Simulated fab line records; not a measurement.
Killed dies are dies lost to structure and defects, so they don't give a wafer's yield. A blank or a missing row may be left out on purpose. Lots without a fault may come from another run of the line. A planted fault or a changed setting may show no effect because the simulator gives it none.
A lot that was struck, set against a sound lot + flow n5Finfet + 19 steps out of a route of 1938
Sound: wafers L867.2, L867.4, L867.6. Wafers struck: L861.1, L861.4, L861.5. At the end, the cause is stated.
Per side, at each step with rows, come the tool, then ch with its chambers, and then its first start. Under that, the readings that differ: sound wafers + struck wafers + difference of the means + sigmas: that difference in standard deviations of wafers without a fault.
alike: readings with means less than 2 such deviations apart, plus words and numbers identical on both sides. not compared: withheld readings, readings lacking a value on some wafer, bounds such as >300 that could conceal the same value, and numbers that have no deviation in the record and whose values overlap.
Wherever a step has rows on one side only, a row that says differs or no value, or a row with sigmas, the two part there. When numbers do not overlap yet have no deviation, they are printed without sigmas and do not part them. A reading missing from all wafers of one side parts the sides only when that side holds two or more wafers.

N5_PASSIVATION_STRIP_14: strips in O2.
  sound on rieDiel-01 ch 1,3, day 16 06:40; struck on rieDiel-05 ch 0,1,2, day 14 07:20
  alike: drypumpMotorCurrentA, o2FlowSccm, oesProductAu, rfVppV, showerheadPlenumPTorr, throttleValvePct
  not compared: rfHoursCounterH
then, 3 steps without rows for these wafers: N5_PASSIVATION_ETCH_15 (etches SiCN in CF4/N2, target depth 75 nm, time 81.2 s); N5_PASSIVATION_STRIP_73 (strips in post etch residue remover, time 60 s); N5_PASSIVATION_SRD_17 (time 30 s, dry time 30 s).
N5_PASSIVATION_DEGAS_18: time 60 s.
  struck on pvdSputter-03, day 14 08:00; sound on pvdSputter-03, day 16 08:08
  alike: heaterPowerW
N5_PASSIVATION_PRE_CLEAN_19:
  struck on pvdSputter-03, day 14 08:03; sound on pvdSputter-03, day 16 08:11
  alike: heaterPowerW
N5_PASSIVATION_SPUTTER_20: material TaN, target thk 50 nm.
  struck on pvdSputter-03, day 14 08:05; sound on pvdSputter-03, day 16 08:13
  alike: throttleValvePct
N5_PASSIVATION_AL_DEP_21: deposits Al, target thk 2800 nm, time 170 s.
  struck on pvdSputter-03, day 14 08:12; sound on pvdSputter-03, day 16 08:19
  alike: cathodeDcPowerW, throttleValvePct
then, 4 steps without rows for these wafers: N5_PASSIVATION_HMDS_23 (time 60 s); N5_PASSIVATION_COAT_24; N5_PASSIVATION_EBR_26; N5_PASSIVATION_SOFTBAKE_25 (time 90 s).
N5_PASSIVATION_EXPOSE_27: exposes mask PAD, defocus 0 nm.
  sound on krfScanner-02 ch 0, day 16 08:37; struck on krfScanner-01 ch 0, day 14 08:31
| reading           | sound                | struck               | difference | sigmas      |
|-------------------|----------------------|----------------------|------------|-------------|
| exposureDoseMJCm2 | 32.319 32.304 32.301 | 27.547 27.589 27.537 | -4.750     | -99 or more |
  alike: mask
then, 3 steps without rows for these wafers: N5_PASSIVATION_PEB_28; N5_PASSIVATION_DEVELOP_29 (develop time 60 s); N5_PASSIVATION_HARDBAKE_31 (time 120 s).
N5_PASSIVATION_CD_MEAS_30: the cd target is 4000 nm.
  sound on cdSem-03 ch 0, day 16 08:47; struck on cdSem-03 ch 0, day 14 08:41
| reading   | sound                | struck               | difference | sigmas |
|-----------|----------------------|----------------------|------------|--------|
| cdNm (nm) | 4001.9 4005.6 4002.6 | 3973.5 3969.3 3973.5 | -31.3      | -13    |
N5_PASSIVATION_OVL_MEAS_63:
  sound on overlay-02 ch 0, day 16 08:49; struck on overlay-01 ch 0, day 14 08:43
  alike: PAD_OVL
after that, 1 step had no rows for these wafers: N5_PASSIVATION_PROBE_49.

WHERE THEY PART
Last at N5_PASSIVATION_CD_MEAS_30 as far as this record goes, first at N5_PASSIVATION_EXPOSE_27. Later steps at which nothing parts them and some readings are alike: N5_PASSIVATION_OVL_MEAS_63.

WHY: what the simulator had put in
Process parameter drift: krfScanner-01, from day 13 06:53 on, at N5_PASSIVATION_EXPOSE_27. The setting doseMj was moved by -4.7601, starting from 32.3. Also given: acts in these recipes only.
